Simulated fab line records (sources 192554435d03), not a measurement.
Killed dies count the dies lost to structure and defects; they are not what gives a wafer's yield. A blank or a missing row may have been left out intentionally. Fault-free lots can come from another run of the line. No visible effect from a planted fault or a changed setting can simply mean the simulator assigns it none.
Chamber matching / flow n5 finfet / N5_BEOL_M5_CURE_79 on uv cure-03: 3 sister chambers
The step cures SiCOH lowk, time 240 s. 6 wafers are shown with their chamber, then 10 later ones without.

## WAFERS WITH THEIR CHAMBER
wafer=L079.4; chamber=2; wafer_temp_C_max=386.9; lamp power pct (%)=52.26
wafer=L079.5; chamber=2; wafer_temp_C_max=386.6; lamp power pct (%)=52.41
wafer=L080.4; chamber=0; wafer_temp_C_max=386.2; lamp power pct (%)=52.35
wafer=L080.5; chamber=0; wafer_temp_C_max=386.4; lamp power pct (%)=52.34
wafer=L086.2; chamber=1; wafer_temp_C_max=386.3; lamp power pct (%)=52.37
wafer=L086.4; chamber=1; wafer_temp_C_max=386.0; lamp power pct (%)=52.33

## WAFERS WITH NO CHAMBER GIVEN
wafer=L086.6; wafer_temp_C_max=386.7; lamp power pct (%)=52.25
wafer=L090.2; wafer_temp_C_max=385.9; lamp power pct (%)=52.29
wafer=L090.3; wafer_temp_C_max=386.4; lamp power pct (%)=52.38
wafer=L090.5; wafer_temp_C_max=385.8; lamp power pct (%)=52.34
wafer=L093.3; wafer_temp_C_max=386.4; lamp power pct (%)=52.33
wafer=L093.4; wafer_temp_C_max=386.5; lamp power pct (%)=52.23
wafer=L093.6; wafer_temp_C_max=386.8; lamp power pct (%)=52.33
wafer=L096.2; wafer_temp_C_max=386.5; lamp power pct (%)=52.29
wafer=L096.4; wafer_temp_C_max=386.4; lamp power pct (%)=52.32
wafer=L096.6; wafer_temp_C_max=386.0; lamp power pct (%)=52.35

## WHICH CHAMBER EACH ONE RAN IN
wafer=L086.6; from the rows above=can't be placed: 2 or 0 or 1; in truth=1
wafer=L090.2; from the rows above=can't be placed: 1 or 0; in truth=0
wafer=L090.3; from the rows above=can't be placed: 0 or 1 or 2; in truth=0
wafer=L090.5; from the rows above=can't be placed: 1 or 0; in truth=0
wafer=L093.3; from the rows above=can't be placed: 0 or 1 or 2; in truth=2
wafer=L093.4; from the rows above=can't be placed: 0 or 2 or 1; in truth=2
wafer=L093.6; from the rows above=2; in truth=2
wafer=L096.2; from the rows above=can't be placed: 0 or 2 or 1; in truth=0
wafer=L096.4; from the rows above=can't be placed: 0 or 1 or 2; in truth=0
wafer=L096.6; from the rows above=can't be placed: 1 or 0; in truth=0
Correct placement for 1 of the 10. From these rows, 9 cannot be placed; in 9 the true chamber is one of the candidates. 0 placed wrongly.
How it was worked out, from the rows above alone: a wafer's distance from a chamber is the root of the sum, over the readings, of the square of ((its reading less the chamber's mean) divided by the reading's scatter). If the next closest chamber is less than 2 further off than the closest, the wafer can't be placed; otherwise it belongs to the closest. A chamber's mean is the mean of its shown wafers. How the scatter is found: for the shown wafers, subtract from each reading the mean of its chamber, square and add these, divide the total by (wafers less chambers), then take the root.
